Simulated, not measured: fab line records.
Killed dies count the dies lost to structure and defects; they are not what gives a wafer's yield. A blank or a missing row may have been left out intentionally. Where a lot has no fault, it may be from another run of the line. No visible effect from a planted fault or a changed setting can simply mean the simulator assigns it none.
fab line records    flow n5-finfet
[record] lots = 12  wafers = 36  last-day = 17
route steps=1938 shown STI_FIN_REVEAL@184 PAD_METAL@1894 PASSIVATION@1910
lots that met no fault: taken from a fault-free run of the same line
start-h: hours from the record's opening day to when the first of the lot's shown wafers began    wait-h: hours since the lot's step before    " unchanged from the row above    L1.1+2: several wafers, shown together as one row    - no value present, or no start provided    * or withheld: withheld    < > ~ a bound
route shown NAME@n: names a module that has steps shown in the file, with the first one's number in the route    usual: mean/standard deviation of fault-free wafers    same: alike in all rows    chamber/n: place in a boat    sites: per-site readings    _std_site: standard deviation of those values    _edge_site: inner sites' mean taken away from outer sites' mean    radius-mm: how far each site lies from the wafer's centre    mask NAME#n: copy n    behind: the last tool/chamber to shape the wafer    hold: reason for holding the lot/hours on hold/outcome of the hold    device: the n, p or np transistor that did not switch    end of line: tests of these same wafers at the route's end    where a step has no rows: the recipe by itself    killed: dies lost to structure and defects at the first sort, not the wafer's yield    map: a wafer's dies, marking killed ones x, the rest . and places with no die _
set.NAME: the run value of the setting; set.NAME@STEP: its run value at that earlier step    model.NAME: the simulator's own value behind a step, which no gauge read
steps of the route over a sample of lots; a table a step, a row a wafer
services: from which hour (start-h, from the record's first day; less than 0 if before it) a tool's chamber was out of use, for how many hours, and why
[[steps]]
[step N5_STI_FIN_REVEAL_ALD_14]
[recipe] material = Si3N4  target-thk-a = 30  temp-c = 400  ald-precursor-family = SiH2I2  ald-co-reactant = N2/H2-plasma  pressure-torr = 2
[usual] heater-power-w = 880/81
lot.wafer  tool        chamber  start-h  wait-h  heater-power-w
L142.1     ald-sin-01  3        36.46    0.0     841
L142.4     "           1        "        "       1005
L142.5     "           0        "        "       904
L143.4     ald-sin-02  0        41.75    0.0     772
L143.5     "           1        "        "       864
L143.6     "           2        "        "       866
L144.2     ald-sin-01  2        46.13    0.0     864
L144.3     "           1        "        "       968
L144.6     "           0        "        "       906
L145.1     ald-sin-04  2        57.09    0.0     854
L145.5     "           3        "        "       752
L145.6     "           0        "        "       1062
L146.1     ald-sin-04  1        58.21    0.0     859
L146.4     "           2        "        "       862
L146.5     "           1        "        "       898
L148.2     ald-sin-04  1        72.10    0.0     852
L148.3     "           0        "        "       1058
L148.6     "           1        "        "       871
L147.3     ald-sin-04  2        72.37    0.0     846
L147.4     "           1        "        "       874
L147.5     "           0        "        "       1070
L150.2     ald-sin-04  3        85.62    0.0     754
L150.3     "           1        "        "       859
L150.5     "           3        "        "       759
L159.1     ald-sin-01  1        138.08   0.0     981
L159.2     "           2        "        "       855
L159.3     "           0        "        "       900
L161.1     ald-sin-02  3        147.90   0.0     846
L161.4     "           2        "        "       842
L161.5     "           3        "        "       842
L162.2     ald-sin-04  2        153.23   0.0     872
L162.5     "           1        "        "       891
L162.6     "           2        "        "       883
L163.2     ald-sin-04  2        160.88   0.0     863
L163.4     "           0        "        "       1039
L163.5     "           2        "        "       867
[step N5_PASSIVATION_PRE_CLEAN_19]
[recipe] gas = H2/He  time-s = *  temp-c = *
[usual] heater-power-w = 457/43
lot.wafer  tool            chamber  start-h  wait-h  heater-power-w
L144.2     pvd-sputter-01  -        275.57   0.0     473
L144.3     "               -        "        "       478
L144.6     "               -        "        "       481
L142.1     pvd-sputter-03  -        281.10   0.0     389
L142.4     "               -        "        "       513
L142.5     "               -        "        "       510
L145.1     pvd-sputter-03  -        287.60   0.0     455
L145.5     "               -        "        "       503
L145.6     "               -        "        "       447
L143.4     pvd-sputter-02  -        287.64   0.0     493
L143.5     "               -        "        "       418
L143.6     "               -        "        "       485
L148.2     pvd-sputter-02  -        297.18   0.0     358
L148.3     "               -        "        "       466
L148.6     "               -        "        "       478
L146.1     pvd-sputter-03  -        300.27   0.0     444
L146.4     "               -        "        "       449
L146.5     "               -        "        "       436
L147.3     pvd-sputter-03  -        308.00   0.0     380
L147.4     "               -        "        "       457
L147.5     "               -        "        "       507
L150.2     pvd-sputter-01  -        319.98   0.0     485
L150.3     "               -        "        "       486
L150.5     "               -        "        "       485
L159.1     pvd-sputter-01  -        371.30   0.0     488
L159.2     "               -        "        "       458
L159.3     "               -        "        "       479
L161.1     pvd-sputter-01  -        401.32   0.0     485
L161.4     "               -        "        "       495
L161.5     "               -        "        "       482
L162.2     pvd-sputter-02  -        401.36   0.0     483
L162.5     "               -        "        "       469
L162.6     "               -        "        "       415
L163.2     pvd-sputter-03  -        401.77   0.0     439
L163.4     "               -        "        "       454
L163.5     "               -        "        "       453
[step N5_PASSIVATION_ETCH_59]
[recipe] chemistry = Cl2/BCl3  target = TaN  target-depth-a = 650  time-s = 34.9  ion-energy-ev = 100  pressure-mtorr = 10  icp-w = 900  bias-w = 100  Cl2_flow_sccm = 60  bcl3-flow-sccm = 30
[usual] drypump-motor-current-A = 5.9/0.34  oes-product-au = 0.79/0.091  throttle-valve-pct = 21.24/0.22
lot.wafer  tool          chamber  start-h  wait-h  drypump-motor-current-A  oes-product-au  rf-hours-counter-h  throttle-valve-pct
L144.2     rie-metal-02  0        277.44   0.3     5.4                      0.75            49                  20.82
L144.3     "             0        "        "       5.4                      0.75            -                   20.83
L144.6     "             1        "        "       6.0                      0.71            -                   21.30
L142.1     rie-metal-01  0        282.28   0.3     5.3                      0.95            2                   21.22
L142.4     "             0        "        "       5.3                      0.97            -                   21.22
L142.5     "             1        "        "       6.4                      0.72            -                   21.51
L145.1     rie-metal-03  1        288.96   0.3     6.0                      0.94            3                   21.39
L145.5     "             0        "        "       5.9                      0.80            -                   21.05
L145.6     "             1        "        "       6.0                      0.95            -                   21.38
L143.4     rie-metal-02  1        289.14   0.2     6.0                      0.70            -                   21.33
L143.5     "             1        "        "       6.0                      0.70            -                   21.33
L143.6     "             0        "        "       5.4                      0.73            -                   20.87
L148.2     rie-metal-03  1        298.49   0.3     6.0                      0.95            4                   21.37
L148.3     "             0        "        "       6.0                      0.80            -                   21.05
L148.6     "             1        "        "       6.0                      0.96            -                   21.37
L146.1     rie-metal-02  1        301.64   0.3     5.9                      0.69            83                  21.36
L146.4     "             1        "        "       5.9                      0.70            -                   21.34
L146.5     "             1        "        "       5.9                      0.70            -                   21.34
L147.3     rie-metal-02  1        309.27   0.2     6.0                      0.70            -                   21.34
L147.4     "             0        "        "       5.4                      0.73            -                   20.86
L147.5     "             0        "        "       5.4                      0.73            -                   20.86
L150.2     rie-metal-03  0        321.21   0.3     5.9                      0.79            39                  21.06
L150.3     "             1        "        "       6.0                      0.93            -                   21.36
L150.5     "             1        "        "       6.0                      0.94            -                   21.36
L159.1     rie-metal-01  0        372.70   0.3     5.3                      0.90            9                   21.25
L159.2     "             1        "        "       6.4                      0.71            75                  21.53
L159.3     "             0        "        "       5.4                      0.90            -                   21.24
L161.1     rie-metal-01  1        405.80   0.3     6.4                      0.71            78                  21.54
L161.4     "             0        "        "       5.3                      0.90            -                   21.24
L161.5     "             1        "        "       6.3                      0.71            -                   21.54
L162.2     rie-metal-03  0        405.99   0.4     5.9                      0.77            47                  21.10
L162.5     "             1        "        "       6.0                      0.89            -                   21.39
L162.6     "             0        "        "       6.0                      0.76            -                   21.09
L163.2     rie-metal-02  1        406.48   0.3     6.0                      0.69            93                  21.35
L163.4     "             0        "        "       5.4                      0.70            -                   20.88
L163.5     "             1        "        "       5.9                      0.69            -                   21.34
[step N5_PASSIVATION_PECVD_35]
[recipe] material = SiNx  target-thk-a = 7000  temp-c = 400  precursor = SiH4/NH3/N2  pressure-torr = 4.9  rf-w = 1406  time-s = 151.3
[usual] heater-power-w = 308/66  showerhead-plenum-p-Torr = 8.67/0.085  throttle-valve-pct = 28.8/2
lot.wafer  tool      chamber  start-h  wait-h  heater-power-w  showerhead-plenum-p-Torr  throttle-valve-pct
L144.2     pecvd-04  1        278.17   0.1     324             8.72                      29.0
L144.3     "         2        "        "       251             8.70                      29.0
L144.6     "         2        "        "       270             8.71                      29.1
L142.1     pecvd-02  2        283.09   0.1     326             8.58                      27.5
L142.4     "         2        "        "       362             8.58                      27.6
L142.5     "         1        "        "       173             8.84                      33.0
L145.1     pecvd-02  1        289.73   0.1     231             8.82                      33.3
L145.5     "         1        "        "       268             8.82                      33.0
L145.6     "         0        "        "       349             8.71                      27.4
L143.4     pecvd-04  2        290.12   0.1     210             8.70                      29.3
L143.5     "         1        "        "       388             8.72                      29.2
L143.6     "         0        "        "       239             8.61                      27.6
L148.2     pecvd-04  1        299.23   0.1     388             8.72                      29.0
L148.3     "         2        "        "       274             8.70                      28.8
L148.6     "         1        "        "       405             8.74                      29.0
L146.1     pecvd-03  2        302.36   0.1     343             8.61                      27.3
L146.4     "         1        "        "       349             8.51                      26.4
L146.5     "         2        "        "       356             8.59                      27.3
L147.3     pecvd-03  2        310.12   0.1     348             8.58                      27.4
L147.4     "         1        "        "       323             8.53                      26.9
L147.5     "         2        "        "       224             8.61                      27.1
L150.2     pecvd-04  2        321.94   0.1     197             8.69                      29.4
L150.3     "         1        "        "       357             8.74                      29.1
L150.5     "         1        "        "       388             8.72                      29.1
L159.1     pecvd-02  1        373.53   0.1     294             8.83                      33.1
L159.2     "         0        "        "       332             8.68                      27.4
L159.3     "         2        "        "       354             8.58                      27.5
L161.1     pecvd-04  0        406.56   0.1     359             8.64                      27.5
L161.4     "         2        "        "       248             8.72                      29.3
L161.5     "         0        "        "       384             8.62                      27.4
L162.2     pecvd-03  2        406.95   0.1     316             8.59                      27.3
L162.5     "         0        "        "       137             8.78                      33.2
L162.6     "         2        "        "       344             8.61                      27.5
L163.2     pecvd-04  2        407.53   0.1     227             8.70                      29.2
L163.4     "         0        "        "       326             8.61                      27.1
L163.5     "         1        "        "       375             8.76                      28.8
[step N5_PASSIVATION_PROBE_49]
[usual] defect-limited-yield = 91.3/1.5  killed_at_M0_to_M3 = 35/8.7  killed_at_M4_up = 14/5.5  killed-at-contacts = 11/5.6  killed-at-front-end = 39/13  killed-at-other = 3.7/2.2  killed-dies = 103/18  killed-open = 69/14  killed-short = 33/7.8  sort_bin_4_leakage = 0.02/0.15  sort_bin_5_function = 5.1/0.99  sort_bin_6_memory = 3.3/0.67  sort_bin_8_speed = 0.02/0.17  sort-n-pass = 1077/18  sort-yield-pct = 91.2/1.5
[same] gross-dies = 1180  killed-at-back-side = 0
lot.wafer  tool       chamber  start-h  wait-h  defect-limited-yield[%]  killed_at_M0_to_M3  killed_at_M4_up  killed-at-contacts  killed-at-front-end  killed-at-other  killed-dies  killed-open  killed-short  sort_bin_4_leakage[%]  sort_bin_5_function[%]  sort_bin_6_memory[%]  sort_bin_8_speed[%]  sort-n-pass  sort-yield-pct[%]
L148.2     prober-01  -        302.85   0.1     80.7                     36                  9                8                   169                  6                228          57           33            0                      12.0                    4.2                   0                    952          80.7
L148.3     prober-01  -        302.90   0.1     80.6                     32                  15               9                   169                  4                229          62           25            0                      12.4                    3.7                   0                    951          80.6
L148.6     prober-01  -        303.05   0.3     81.8                     26                  18               6                   158                  7                215          60           22            0                      11.1                    4.2                   0                    965          81.8
L146.1     prober-02  -        305.94   0.0     93.3                     34                  14               3                   26                   2                79           56           21            0                      3.0                     3.2                   0                    1101         93.3
L146.4     prober-02  -        306.09   0.2     92.4                     34                  17               6                   28                   5                90           59           31            0.17                   4.2                     2.7                   0                    1088         92.2
L146.5     prober-02  -        306.14   0.2     92.3                     45                  6                2                   37                   1                91           68           23            0                      4.8                     2.8                   0                    1089         92.3
L147.3     prober-02  -        313.95   0.1     85.3                     46                  9                6                   111                  2                174          76           34            0                      8.9                     3.6                   0                    1006         85.3
L147.4     prober-02  -        314.00   0.2     81.7                     35                  8                11                  158                  4                216          55           33            0                      10.5                    4.4                   0                    964          81.7
L147.5     prober-02  -        314.05   0.2     81.8                     39                  11               1                   157                  7                215          51           26            0                      12.0                    3.1                   0                    965          81.8
L150.2     prober-01  -        325.68   0.1     85.0                     40                  19               3                   111                  4                177          69           29            0                      8.4                     4.2                   0                    1003         85.0
L150.3     prober-01  -        325.73   0.1     79.7                     34                  15               6                   182                  3                240          66           30            0                      12.2                    4.5                   0                    940          79.7
L150.5     prober-01  -        325.83   0.2     85.1                     29                  9                6                   126                  6                176          54           41            0                      9.4                     3.5                   0                    1004         85.1
L162.2     prober-01  -        413.45   0.1     90.9                     31                  18               18                  39                   1                107          77           26            0                      5.2                     3.6                   0                    1073         90.9
L162.5     prober-01  -        413.60   0.2     90.7                     36                  9                25                  37                   3                110          85           24            0                      5.6                     3.5                   0                    1070         90.7
L162.6     prober-01  -        413.65   0.3     93.3                     30                  8                12                  29                   0                79           44           34            0                      3.2                     3.1                   0                    1101         93.3
// killed by level:class
L148.2 STI_FIN_REVEAL:unspecified=137 DUMMY_GATE:geometric-particle:open=8 BEOL_M0_SAQP:geometric-particle:open=7 MOL_CONTACT_COAG:geometric-particle:open=7 FIN_SAQP:geometric-particle:open=6 BEOL_M0_SAQP:geometric-particle:short=6 BEOL_M2:geometric-particle:open=6 BEOL_M3:geometric-particle:open=6
L148.3 STI_FIN_REVEAL:unspecified=142 BEOL_M0_SAQP:geometric-particle:open=7 BEOL_M2:geometric-particle:open=7 DUMMY_GATE:geometric-particle:open=6 MOL_CONTACT_COAG:geometric-particle:open=6 BEOL_M3:geometric-particle:open=6 BEOL_M4:geometric-particle:open=6 FIN_SAQP:geometric-particle:open=5
L148.6 STI_FIN_REVEAL:unspecified=132 BEOL_M4:geometric-particle:open=9 BEOL_M0_SAQP:geometric-particle:open=8 STI_FIN_REVEAL:geometric-particle:open=6 MOL_CONTACT_COAG:geometric-particle:open=6 BEOL_M3:geometric-particle:open=5 BEOL_M0_SAQP:geometric-particle:short=4 BEOL_M6:geometric-particle:open=4
L146.1 BEOL_M3:geometric-particle:open=9 BEOL_M2:geometric-particle:open=8 STI_FIN_REVEAL:geometric-particle:open=6 BEOL_M4:geometric-particle:open=6 BEOL_M0_SAQP:geometric-particle:short=5 GATE_CUT:geometric-particle:open=4 BEOL_M0:geometric-particle:open=4 BEOL_M0:geometric-particle:short=4
L146.4 BEOL_M4:geometric-particle:open=12 GATE_CUT:geometric-particle:short=8 BEOL_M0_SAQP:geometric-particle:short=8 MOL_CONTACT_COAG:geometric-particle:open=6 STI_FIN_REVEAL:geometric-particle:open=5 BEOL_M0_SAQP:geometric-particle:open=5 BEOL_M1:geometric-particle:open=5 BEOL_M2:geometric-particle:open=5
L146.5 STI_FIN_REVEAL:geometric-particle:open=14 BEOL_M1:geometric-particle:open=10 BEOL_M2:geometric-particle:open=9 BEOL_M0_SAQP:geometric-particle:open=7 BEOL_M3:geometric-particle:open=6 STARTING-WAFER:geometric-particle:open=6 FIN_SAQP:geometric-particle:short=4 GATE_CUT:geometric-particle:short=4
L147.3 STI_FIN_REVEAL:unspecified=64 BEOL_M1:geometric-particle:open=23 FIN_SAQP:geometric-particle:short=12 STI_FIN_REVEAL:geometric-particle:open=12 BEOL_M3:geometric-particle:open=8 FIN_SAQP:geometric-particle:open=7 MOL_CONTACT_COAG:geometric-particle:open=6 GATE_CUT:geometric-particle:short=5
L147.4 STI_FIN_REVEAL:unspecified=128 BEOL_M0_SAQP:geometric-particle:short=10 MOL_CONTACT_COAG:geometric-particle:open=9 FIN_SAQP:geometric-particle:short=8 BEOL_M1:geometric-particle:open=8 FIN_SAQP:geometric-particle:open=6 BEOL_M0_SAQP:geometric-particle:open=5 BEOL_M4:geometric-particle:open=4
L147.5 STI_FIN_REVEAL:unspecified=138 BEOL_M1:geometric-particle:open=15 BEOL_M4:geometric-particle:open=8 BEOL_M0_SAQP:geometric-particle:short=7 BEOL_M3:geometric-particle:open=5 PAD_METAL:geometric-particle:short=4 FIN_SAQP:geometric-particle:open=3 DUMMY_GATE:geometric-particle:open=3
L150.2 STI_FIN_REVEAL:unspecified=77 BEOL_M2:geometric-particle:open=11 BEOL_M1:geometric-particle:open=9 BEOL_M4:geometric-particle:open=9 FIN_SAQP:geometric-particle:short=8 FIN_SAQP:geometric-particle:open=8 BEOL_M0_SAQP:geometric-particle:short=6 BEOL_M0:geometric-particle:open=5
L150.3 STI_FIN_REVEAL:unspecified=139 BEOL_M3:geometric-particle:open=12 FIN_SAQP:geometric-particle:open=10 FIN_SAQP:geometric-particle:short=7 STI_FIN_REVEAL:geometric-particle:open=7 BEOL_M0_SAQP:geometric-particle:short=6 STARTING-WAFER:geometric-particle:short=6 DUMMY_GATE:geometric-particle:open=5
L150.5 STI_FIN_REVEAL:unspecified=79 FIN_SAQP:geometric-particle:short=22 FIN_SAQP:geometric-particle:open=12 BEOL_M3:geometric-particle:open=9 MOL_CONTACT_COAG:geometric-particle:open=6 BEOL_M0_SAQP:geometric-particle:short=5 BEOL_M1:geometric-particle:open=5 BEOL_M0_SAQP:geometric-particle:open=4
L162.2 MOL_CONTACT_COAG:geometric-particle:open=16 BEOL_M4:geometric-particle:open=11 FIN_SAQP:geometric-particle:open=8 BEOL_M3:geometric-particle:open=8 BEOL_M2:geometric-particle:open=7 DUMMY_GATE:geometric-particle:open=5 GATE_CUT:geometric-particle:short=4 FIN_SAQP:geometric-particle:short=4
L162.5 MOL_CONTACT_COAG:geometric-particle:open=21 FIN_SAQP:geometric-particle:open=17 BEOL_M3:geometric-particle:open=11 BEOL_M2:geometric-particle:open=8 BEOL_M4:geometric-particle:open=6 FIN_SAQP:geometric-particle:short=5 SPACER0:geometric-particle:open=4 MOL_CONTACT_COAG:geometric-particle:short=4
L162.6 BEOL_M0_SAQP:geometric-particle:short=10 MOL_CONTACT_COAG:geometric-particle:open=8 BEOL_M3:geometric-particle:open=7 FIN_SAQP:geometric-particle:open=5 FIN_SAQP:geometric-particle:short=5 STARTING-WAFER:geometric-particle:short=5 STI_FIN_REVEAL:geometric-particle:open=4 MOL_CONTACT_COAG:geometric-particle:short=4
[[services]]
tool            chamber  start-h  hours  kind
rie-metal-01    0        26.33    17.2   repair
pecvd-04        1        41.33    19.6   repair
pecvd-04        2        41.59    5.6    repair
pvd-sputter-01  -        47.11    4.6    repair
rie-metal-02    1        54.45    3.9    repair
rie-metal-03    0        78.38    12.9   repair
pvd-sputter-01  -        98.79    7.4    repair
pvd-sputter-01  -        108.92   5.7    repair
pecvd-04        0        142.65   15.8   repair
pvd-sputter-01  -        166.67   1.7    repair
ald-sin-04      -        176.75   14.0   pm
pecvd-04        1        186.97   5.1    repair
pecvd-04        -        216.52   1.1    repair
pecvd-04        0        230.12   17.9   repair
rie-metal-02    -        250.83   14.6   pm
ald-sin-04      1        259.25   5.3    repair
pvd-sputter-03  -        277.53   2.1    repair
ald-sin-04      -        282.89   0.5    repair
ald-sin-04      2        309.74   15.7   repair
pecvd-04        1        317.12   3.5    repair
ald-sin-04      0        322.77   3.8    repair
ald-sin-04      -        327.41   2.8    pm
pecvd-04        -        391.74   2.8    pm
ald-sin-04      -        392.16   14.6   pm
[[key]]
[first-sign] step = N5_PASSIVATION_PROBE_49  reading = killed-at-front-end  direction = up  sigmas = 8.6  usual = 39  struck = 149
[effect] step = N5_PASSIVATION_PROBE_49  reading = killed-dies  direction = up  sigmas = 5.9  usual = 103  struck = 208
[more-kills-born-at] N5_STI_FIN_REVEAL_ALD_14@ald-sin-04 = 1036
met-at N5_STI_FIN_REVEAL_ALD_14
struck-lots L147,L148,L150
not-acting-at N5_PASSIVATION_PRE_CLEAN_19,N5_PASSIVATION_ETCH_59,N5_PASSIVATION_PECVD_35
onset-between 58.21 72.10
[fault] kind = chamber-particle-source  tool = ald-sin-04  chamber = -  onset-h = 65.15  steps = N5_STI_FIN_REVEAL_ALD_14  rate-per-visit-cm2 = 1.412  end-h = 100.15
